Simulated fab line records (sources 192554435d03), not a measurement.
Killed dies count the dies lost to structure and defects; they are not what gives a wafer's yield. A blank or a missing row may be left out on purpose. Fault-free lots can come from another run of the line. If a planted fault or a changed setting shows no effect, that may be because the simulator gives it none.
Struck lot and sound lot, side by side	flow n5 finfet	37 steps out of a route of 1938
Sound: the wafers L342.1, L342.2, L342.3. Wafers struck: L329.1, L329.3, L329.6. The cause comes at the end.
Per side, at each step with rows, come the tool, then ch with its chambers, and then its first start. Under that, the readings that differ: sound wafers	struck wafers	difference of the means	sigmas: that difference in standard deviations of wafers without a fault.
alike: words and numbers the same on both sides, and readings whose means are apart by under 2 such deviations; not compared: readings that were withheld, readings missing a value for some wafer, numbers with overlapping values and no deviation given by the record, and bounds like >300 which may hide the same value.
A row with sigmas, a row that says differs or no value, or rows on one side alone: a step with any of these is where the two part. Non-overlapping numbers with no deviation appear without sigmas and do not part them. A reading that every wafer of one side lacks parts them only if that side has two wafers or more.

first, 9 steps without rows for these wafers: N5_PASSIVATION_SOFTBAKE_05 (time 90 s); N5_PASSIVATION_EXPOSE_07 (exposes mask TV, defocus 0 nm, target cd 3000 nm); N5_PASSIVATION_PEB_08; N5_PASSIVATION_DEVELOP_09 (develop time 60 s); N5_PASSIVATION_HARDBAKE_11 (time 120 s); N5_PASSIVATION_DESCUM_12 (chemistry O2, time 7.9 s); N5_PASSIVATION_PASS_ETCH_74 (etches SiNx in CF4/O2, target depth 220 nm, time 110 s); N5_PASSIVATION_VIA_ETCH_13 (etches SiO2 in CHF3/O2, target depth 660 nm, time 330 s); N5_PASSIVATION_STRIP_14 (strips in O2).
N5_PASSIVATION_ETCH_15: etches SiCN in CF4/N2, target depth 75 nm, time 81.2 s.
  sound on rie diel-03 ch 0,2,3, day 18 14:43; struck on rie diel-03 ch 0,1,3, day 15 02:11
  alike: drypump motor current A, n2 flow sccm, oes product au, rf vpp V, showerhead plenum p Torr, throttle valve pct
  not compared: rf hours counter h
then, 26 steps without rows for these wafers: N5_PASSIVATION_STRIP_73 (strips in post etch residue remover, time 60 s); N5_PASSIVATION_SRD_17 (time 30 s, dry time 30 s); N5_PASSIVATION_DEGAS_18 (time 60 s); N5_PASSIVATION_PRE_CLEAN_19; N5_PASSIVATION_SPUTTER_20 (material TaN, target thk 50 nm); N5_PASSIVATION_AL_DEP_21 (deposits Al, target thk 2800 nm, time 170 s); N5_PASSIVATION_HMDS_23 (time 60 s); N5_PASSIVATION_COAT_24; N5_PASSIVATION_EBR_26; N5_PASSIVATION_SOFTBAKE_25 (time 90 s); N5_PASSIVATION_EXPOSE_27 (exposes mask PAD, defocus 0 nm); N5_PASSIVATION_PEB_28; N5_PASSIVATION_DEVELOP_29 (develop time 60 s); N5_PASSIVATION_HARDBAKE_31 (time 120 s); N5_PASSIVATION_DESCUM_32 (chemistry O2, time 7.9 s); N5_PASSIVATION_AL_ETCH_33 (etches Al in Cl2/BCl3, stops on TaN, target depth 2800 nm, time 466.7 s); N5_PASSIVATION_ETCH_59 (etches TaN in Cl2/BCl3, target depth 65 nm, time 34.9 s); N5_PASSIVATION_STRIP_34 (strips in O2); N5_PASSIVATION_STRIP_51 (strips in post etch residue remover, time 1200 s); N5_PASSIVATION_CLEAN_69 (cleans in IPA, time 180 s); N5_PASSIVATION_SRD_70 (time 30 s); N5_PASSIVATION_PECVD_53 (deposits SiO2 from TEOS/O2, target thk 800 nm, time 169.4 s); N5_PASSIVATION_PECVD_35 (deposits SiNx from SiH4/NH3/N2, target thk 700 nm, time 151.3 s); N5_PASSIVATION_HMDS_37 (time 60 s); N5_PASSIVATION_COAT_38; N5_PASSIVATION_EBR_40.
N5_PASSIVATION_PROBE_49:
  only the struck wafers here have rows in the record (prober-02, day 15 08:38); the sound ones have none

WHERE THEY PART
Only at N5_PASSIVATION_PROBE_49, as far as this record shows.

WHY: what had been put in by the simulator
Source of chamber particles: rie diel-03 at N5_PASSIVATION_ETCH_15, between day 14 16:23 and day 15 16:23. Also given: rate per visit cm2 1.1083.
